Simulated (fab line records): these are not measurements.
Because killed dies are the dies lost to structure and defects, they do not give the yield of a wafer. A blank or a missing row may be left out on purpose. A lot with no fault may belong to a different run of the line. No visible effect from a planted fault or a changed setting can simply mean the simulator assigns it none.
Split-lot trial ; flow n5 finfet ; on a route of 1938 steps: 7 lots, 21 wafers read

## THE SPLIT
At N5_BEOL_M4_DESCUM_33 (chemistry O2, time 7 s), the setting time s was moved away from the recipe's 7 s on 6 of the 21 wafers read, by -13.8% to +20.0%. For the rest of the wafers, this setting stayed at what the recipe calls for.

## FROM THE SPLIT TO THE READING: what the file shows between them, 3 steps
- N5_BEOL_M4_ETCH_77: etches underlayer in N2/H2, target depth 6.5 nm, time 5.2 s
- N5_BEOL_M4_ETCH_69: etches SiARC in CF4, target depth 15.6 nm, time 26 s
- N5_BEOL_M4_ALD_98: deposits SiO2, target thk 2.5 nm, pulse time 1 s, co reactant pulse time 1 s

## THE READING
CAR-EUV_of_BEOL_M4_COAT_22.thk nm (the simulator's own value, which no gauge read), in nm, at N5_BEOL_M4_ETCHBACK_99 (etches SiO2 in CHF3, target depth 5 nm, time 10.4 s). There is no usual value for it anywhere in the file. Average 10.4 nm, standard deviation 0.16 nm, over the 15 wafers here run with the recipe.

wafer;tool, chamber at the split;time s as run, s;against the recipe;CAR-EUV_of_BEOL_M4_COAT_22.thk nm, nm;against lot-mates on the recipe
L080.1;rie diel-04, 2;7;recipe;10.2;-
L080.3;rie diel-04, 1;7;recipe;10.4;-
L080.6;rie diel-04, 2;6.585;-5.9%;10.4;+0.1
L081.1;rie diel-01, 0,2;7;recipe;10.4;-
L081.6;rie diel-01, 0,2;7;recipe;10.4;-
L081.4;rie diel-01, 1;8.4;+20.0%;9.8;-0.6
L083.4;rie diel-01, 3;7;recipe;10.2;-
L083.5;rie diel-01, 2,1;7.809;+11.6%;10;-0.2
L083.6;rie diel-01, 2,1;7.809;+11.6%;10;-0.2
L082.2;rie diel-03, 0;6.032;-13.8%;11;+0.4
L082.4;rie diel-03, 2,1;7;recipe;10.6;-
L082.5;rie diel-03, 2,1;7;recipe;10.6;-
L089.2;rie diel-04, 1,3,3;7;recipe;10.4;-
L089.4;rie diel-04, 1,3,3;7;recipe;10.4;-
L089.3;rie diel-04, 1,3,3;7;recipe;10.2;-
L093.1;rie diel-03, 3,3,2;7;recipe;10.6;-
L093.4;rie diel-03, 3,3,2;7;recipe;10.6;-
L093.5;rie diel-03, 3,3,2;7;recipe;10.6;-
L094.2;rie diel-04, 1,3;7;recipe;10.2;-
L094.6;rie diel-04, 1,3;7;recipe;10.2;-
L094.3;rie diel-04, 0;6.481;-7.4%;10.6;+0.4
Rows listing several chambers each stand for several wafers; the file does not say which wafer went through which chamber.

THE FIT
A straight line over all 21 wafers: CAR-EUV_of_BEOL_M4_COAT_22.thk nm changes by -0.0326 nm for each +1% of time s; r = -0.83; the points scatter about the line by 0.16 nm.
The same after taking each lot's own level away (the mean of its wafers on the recipe; 21 wafers): -0.0274 nm for each +1%; r = -0.93; scatter 0.078 nm.
Per that fit: largest time s move, reading shift of 0.55 nm.
Measured against the standard deviation above, the lots' own levels, which go from 10.20 to 10.60 nm, span 2.4 times it.
Hence the slope depends on the lot-to-lot level, as the two fits are not the same.
Check: with one of the wafers moved furthest among these (+20.0%) left out of the fit, the line predicts -0.477 nm for it against its lot-mates. It came out at -0.6 nm against them.

## THE OTHER SPLITS THESE WAFERS WENT THROUGH
Before the reading, these wafers also passed through other splits. Each is held against what the fit with the lots' levels taken away leaves over:
other split on the same wafers;wafers away from the commonest value;r with CAR-EUV_of_BEOL_M4_COAT_22.thk nm (lot level and that fit taken away)
N5_BEOL_M2_DESCUM_33 time s;4;+0.32
N5_BEOL_M2_SPUTTER_94 time s;8;+0.23
N5_BEOL_M3_COAT_67 spin rpm;7;+0.19
N5_BEOL_M3_COAT_68 spin rpm;7;+0.43
N5_BEOL_M4_COAT_67 spin rpm;5;-0.14

## THE WHOLE CHAIN: every reading that the file lists as answering this split, in the file's order
step;what it does;reading;change (the file's fit);r (the file's)
N5_BEOL_M4_DESCUM_33;chemistry O2, time 7 s;CAR-EUV_of_BEOL_M4_COAT_22.thk nm (the simulator's own value, which no gauge read);-0.0297 nm for each +1% of the setting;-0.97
N5_BEOL_M4_ETCH_77;etches underlayer in N2/H2, target depth 6.5 nm, time 5.2 s;CAR-EUV_of_BEOL_M4_COAT_22.thk nm (the simulator's own value, which no gauge read);-0.035 nm for each +1% of the setting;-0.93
N5_BEOL_M4_ETCH_69;etches SiARC in CF4, target depth 15.6 nm, time 26 s;CAR-EUV_of_BEOL_M4_COAT_22.thk nm (the simulator's own value, which no gauge read);-0.0358 nm for each +1% of the setting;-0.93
N5_BEOL_M4_ETCHBACK_99;etches SiO2 in CHF3, target depth 5 nm, time 10.4 s;CAR-EUV_of_BEOL_M4_COAT_22.thk nm (the simulator's own value, which no gauge read);-0.0287 nm for each +1% of the setting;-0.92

## THE FILE'S OWN FIT
CAR-EUV_of_BEOL_M4_COAT_22.thk nm changes by -0.0287 nm for each +1% of time s, r = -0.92.
